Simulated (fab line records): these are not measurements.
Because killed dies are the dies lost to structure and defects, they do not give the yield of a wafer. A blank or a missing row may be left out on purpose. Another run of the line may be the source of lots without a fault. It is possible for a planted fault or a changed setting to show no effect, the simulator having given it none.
Which tool was responsible?    flow n5Finfet    12 lots, 36 wafers sampled, at 1 step of a route of 1938

## WHAT THE GAUGES READ, wafer by wafer
N5_BEOL_M4_CD_MEAS_28: target cd 26.2 nm, target cd y 24.1 nm.
lot   measured      on        cdNm (nm)
L075  day 9 21:20   cdSem-03  26.15 26.03 25.62
L078  day 10 15:01  cdSem-02  26.47 25.83 26.27
L079  day 10 20:43  cdSem-01  25.99 26.30 26.43
L082  day 11 00:51  cdSem-02  26.44 26.02 26.29
L083  day 11 15:11  cdSem-02  26.16 26.03 25.91
L085  day 12 16:54  cdSem-01  25.98 25.96 26.28
L087  day 12 20:25  cdSem-03  26.26 26.00 26.02
L089  day 13 16:13  cdSem-01  26.51 26.48 26.08
L092  day 13 23:56  cdSem-01  25.93 25.91 26.18
L093  day 14 00:21  cdSem-02  26.04 26.07 26.41
L095  day 15 16:04  cdSem-03  26.34 25.86 25.91
L097  day 15 20:10  cdSem-02  26.01 25.79 26.35

## TOOL THAT RAN EACH LOT (tool first, then ch and the chambers of the sampled wafers, then the start)
The record holds no process step before these readings.

## THE ANSWER, worked out from the rows above alone
Rule: the lots themselves supply what counts as usual. The widest of any qualifying gaps counts: lots, ordered by their means at a reading, are off when they make up no more than a third of the lots, leave a main group of 4 or more, and stand apart from it by 3 or more times the standard deviation of that group's means. If all means in a main group match to the digits the tables above print for the reading, that group is not used. A lot without any number at a reading at which 4 lots or more have one is off too. All remaining lots with rows at the step are treated as sound.
No lot is off on any of the readings shown, so nothing can be concluded from this.

## WHAT THE SIMULATOR HAD PUT IN
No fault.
